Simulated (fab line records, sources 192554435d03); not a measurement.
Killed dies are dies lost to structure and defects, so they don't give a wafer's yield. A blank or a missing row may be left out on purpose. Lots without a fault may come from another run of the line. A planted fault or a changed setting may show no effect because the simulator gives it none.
Split-lot experiment | flow n5_finfet | 7 lots, 39 wafers read, on a route of 1938 steps

THE SPLIT
At N5_BEOL_M3_HM_DEP_02 (deposits TiN, target thk 20 nm), the setting target_thk_a was moved away from the recipe's 200 angstrom on 12 of the 39 wafers read, by -56.6% to +54.0%. The other wafers ran this setting at the recipe's value.

FROM THE SPLIT TO THE READING: what the file shows between them, 4 steps
- N5_BEOL_M3_COAT_61: time 60 s, resist thk 60 nm
- N5_BEOL_M3_COAT_62: time 60 s, resist thk 12 nm
- N5_BEOL_M3_STRIP_75: strips in N2/H2
- N5_BEOL_M3_STRIP_66: strips in CF4

THE READING
oes_product_au, in a.u., at N5_BEOL_M3_HM_OPEN_17 (chemistry Cl2/BCl3, target TiN, target depth 20 nm, overetch 6 nm). Fault-free wafers of this fab line usually give 0.66 a.u., standard deviation 0.062 a.u..

wafer  | tool, chamber at the split | target_thk_a as run, angstrom | against the recipe | oes_product_au, a.u. | against lot-mates on the recipe
L079.1 | pvd_sputter-02, -          | 200                           | recipe             | 0.70                 | -
L079.2 | pvd_sputter-02, -          | 200                           | recipe             | 0.71                 | -
L079.3 | pvd_sputter-02, -          | 200                           | recipe             | 0.70                 | -
L079.4 | pvd_sputter-02, -          | 200                           | recipe             | 0.71                 | -
L079.5 | pvd_sputter-02, -          | 200                           | recipe             | 0.70                 | -
L079.6 | pvd_sputter-02, -          | 200                           | recipe             | 0.70                 | -
L080.1 | pvd_sputter-02, -          | 86.77                         | -56.6%             | 0.36                 | -0.24
L080.2 | pvd_sputter-02, -          | 200                           | recipe             | 0.63                 | -
L080.3 | pvd_sputter-02, -          | 200                           | recipe             | 0.64                 | -
L080.4 | pvd_sputter-02, -          | 86.77                         | -56.6%             | 0.36                 | -0.24
L080.5 | pvd_sputter-02, -          | 86.77                         | -56.6%             | 0.42                 | -0.18
L080.6 | pvd_sputter-02, -          | 200                           | recipe             | 0.53                 | -
L087.1 | pvd_sputter-03, -          | 308                           | +54.0%             | 0.79                 | +0.09
L087.2 | pvd_sputter-03, -          | 308                           | +54.0%             | 0.78                 | +0.08
L087.3 | pvd_sputter-03, -          | 308                           | +54.0%             | 0.78                 | +0.08
L087.4 | pvd_sputter-03, -          | 200                           | recipe             | 0.70                 | -
L087.5 | pvd_sputter-03, -          | 200                           | recipe             | 0.69                 | -
L087.6 | pvd_sputter-03, -          | 200                           | recipe             | 0.70                 | -
L091.1 | pvd_sputter-01, -          | 200                           | recipe             | 0.63                 | -
L091.2 | pvd_sputter-01, -          | 200                           | recipe             | 0.71                 | -
L091.3 | pvd_sputter-01, -          | 200                           | recipe             | 0.70                 | -
L091.4 | pvd_sputter-01, -          | 200                           | recipe             | 0.64                 | -
L091.5 | pvd_sputter-01, -          | 200                           | recipe             | 0.64                 | -
L091.6 | pvd_sputter-01, -          | 200                           | recipe             | 0.71                 | -
L093.2 | pvd_sputter-02, -          | 200                           | recipe             | 0.67                 | -
L093.4 | pvd_sputter-02, -          | 200                           | recipe             | 0.68                 | -
L093.6 | pvd_sputter-02, -          | 200                           | recipe             | 0.69                 | -
L094.1 | pvd_sputter-01, -          | 200                           | recipe             | 0.68                 | -
L094.2 | pvd_sputter-01, -          | 111.7                         | -44.1%             | 0.51                 | -0.16
L094.3 | pvd_sputter-01, -          | 200                           | recipe             | 0.67                 | -
L094.4 | pvd_sputter-01, -          | 200                           | recipe             | 0.67                 | -
L094.5 | pvd_sputter-01, -          | 111.7                         | -44.1%             | 0.51                 | -0.16
L094.6 | pvd_sputter-01, -          | 111.7                         | -44.1%             | 0.51                 | -0.16
L095.1 | pvd_sputter-03, -          | 269.1                         | +34.6%             | 0.73                 | +0.11
L095.2 | pvd_sputter-03, -          | 269.1                         | +34.6%             | 0.74                 | +0.12
L095.3 | pvd_sputter-03, -          | 200                           | recipe             | 0.62                 | -
L095.4 | pvd_sputter-03, -          | 200                           | recipe             | 0.62                 | -
L095.5 | pvd_sputter-03, -          | 269.1                         | +34.6%             | 0.74                 | +0.12
L095.6 | pvd_sputter-03, -          | 200                           | recipe             | 0.62                 | -

THE FIT
A straight line over all 39 wafers: oes_product_au changes by +0.00342 a.u. for each +1% of target_thk_a; r = +0.89; the points scatter about the line by 0.049 a.u..
The same after taking each lot's own level away (the mean of its wafers on the recipe; 39 wafers): +0.00305 a.u. for each +1%; r = +0.93; scatter 0.033 a.u..
On that fit, the largest move of target_thk_a shifts the reading by 0.17 a.u..
The lots' own levels span 0.600 to 0.703 a.u., that is 1.7 times the standard deviation above.
So the lot-to-lot level changes the slope: the two fits differ.
Check: with one of the wafers moved furthest among these (-56.6%) left out of the fit, the line predicts -0.175 a.u. for it against its lot-mates. It came out at -0.24 a.u. against them.

THE WHOLE CHAIN: every reading that the file lists as answering this split, in the file's order
step                  | what it does                                                      | reading                                                                          | change (the file's fit)                   | r (the file's)
N5_BEOL_M3_HM_DEP_02  | deposits TiN, target thk 20 nm                                    | TiN_of_BEOL_M3_HM_DEP_02.thk_nm (the simulator's own value, which no gauge read) | +0.2 nm for each +1% of the setting       | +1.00
N5_BEOL_M3_HM_OPEN_17 | chemistry Cl2/BCl3, target TiN, target depth 20 nm, overetch 6 nm | oes_product_au                                                                   | +0.00309 a.u. for each +1% of the setting | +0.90
N5_BEOL_M3_HM_OPEN_17 | chemistry Cl2/BCl3, target TiN, target depth 20 nm, overetch 6 nm | etch.depth_nm (the simulator's own value, which no gauge read)                   | +0.164 nm for each +1% of the setting     | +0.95

THE FILE'S OWN FIT
oes_product_au changes by +0.00309 a.u. for each +1% of target_thk_a, r = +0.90.
